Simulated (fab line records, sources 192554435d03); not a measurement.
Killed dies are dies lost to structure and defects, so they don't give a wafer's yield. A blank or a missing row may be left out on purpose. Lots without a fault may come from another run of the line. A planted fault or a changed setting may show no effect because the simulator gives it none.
Split-lot experiment | flow n5_finfet | 7 lots, 21 wafers read, on a route of 1938 steps

THE SPLIT
At N5_BEOL_M10_EXPOSE_25 (exposes mask V9), the setting dose_mj was moved away from the recipe's 85.5 on 12 of the 21 wafers read, by -7.1% to +2.0%. The other wafers ran this setting at the recipe's value.

FROM THE SPLIT TO THE READING: what the file shows between them, 2 steps
- N5_BEOL_M10_PEB_26: peb time 60 s
- N5_BEOL_M10_DEVELOP_27: develop time 30 s

THE READING
cd_nm, in nm, at N5_BEOL_M10_CD_MEAS_28 (target cd 70 nm). Fault-free wafers of this fab line usually give 69.7 nm, standard deviation 0.71 nm.

wafer  | tool, chamber at the split | dose_mj as run | against the recipe | cd_nm, nm | against lot-mates on the recipe
L075.3 | arfi_scanner-01, 0         | 85.5           | recipe             | 69.4      | -
L075.4 | arfi_scanner-01, 0         | 81.22          | -5.0%              | 65.6      | -3.8
L075.6 | arfi_scanner-01, 0         | 81.22          | -5.0%              | 64.6      | -4.8
L076.3 | arfi_scanner-01, 0         | 79.41          | -7.1%              | 64.0      | -4.9
L076.5 | arfi_scanner-01, 0         | 85.5           | recipe             | 68.9      | -
L076.6 | arfi_scanner-01, 0         | 79.41          | -7.1%              | 64.0      | -4.9
L077.1 | arfi_scanner-01, 0         | 83.37          | -2.5%              | 66.2      | no lot-mate on the recipe
L077.2 | arfi_scanner-01, 0         | 83.37          | -2.5%              | 66.7      | no lot-mate on the recipe
L077.3 | arfi_scanner-01, 0         | 83.37          | -2.5%              | 66.3      | no lot-mate on the recipe
L080.2 | arfi_scanner-02, 0         | 80.72          | -5.6%              | 63.6      | -6.0
L080.3 | arfi_scanner-02, 0         | 85.5           | recipe             | 68.9      | -
L080.5 | arfi_scanner-02, 0         | 85.5           | recipe             | 70.2      | -
L081.3 | arfi_scanner-02, 0         | 85.5           | recipe             | 69.5      | -
L081.5 | arfi_scanner-02, 0         | 85.5           | recipe             | 69.5      | -
L081.6 | arfi_scanner-02, 0         | 85.5           | recipe             | 70.6      | -
L083.1 | arfi_scanner-02, 0         | 85.5           | recipe             | 69.7      | -
L083.3 | arfi_scanner-02, 0         | 87.18          | +2.0%              | 71.6      | +2.0
L083.4 | arfi_scanner-02, 0         | 85.5           | recipe             | 69.4      | -
L093.1 | arfi_scanner-02, 0         | 81.7           | -4.4%              | 65.9      | no lot-mate on the recipe
L093.4 | arfi_scanner-02, 0         | 81.7           | -4.4%              | 66.7      | no lot-mate on the recipe
L093.5 | arfi_scanner-02, 0         | 81.7           | -4.4%              | 66.8      | no lot-mate on the recipe

THE FIT
A straight line over all 21 wafers: cd_nm changes by +0.838 nm for each +1% of dose_mj; r = +0.95; the points scatter about the line by 0.74 nm.
The same after taking each lot's own level away (the mean of its wafers on the recipe; 15 wafers): +0.806 nm for each +1%; r = +0.97; scatter 0.68 nm.
On that fit, the largest move of dose_mj shifts the reading by 5.7 nm.
The lots' own levels span 68.90 to 69.87 nm, that is 1.4 times the standard deviation above.
So the lot-to-lot level changes the slope little: the two slopes agree.
Check: with one of the wafers moved furthest among these (-7.1%) left out of the fit, the line predicts -6.04 nm for it against its lot-mates. It came out at -4.9 nm against them.

OTHER SPLITS ON THESE WAFERS
These wafers also went through other splits before the reading. Each is held against what the fit with the lots' levels taken away leaves over:
other split on the same wafers | wafers away from the commonest value | r with cd_nm (lot level and that fit taken away)
N5_BEOL_M10_COAT_63 spin_rpm   | 4                                    | +0.14

THE FILE'S OWN FIT
cd_nm changes by +0.846 nm for each +1% of dose_mj, r = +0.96.
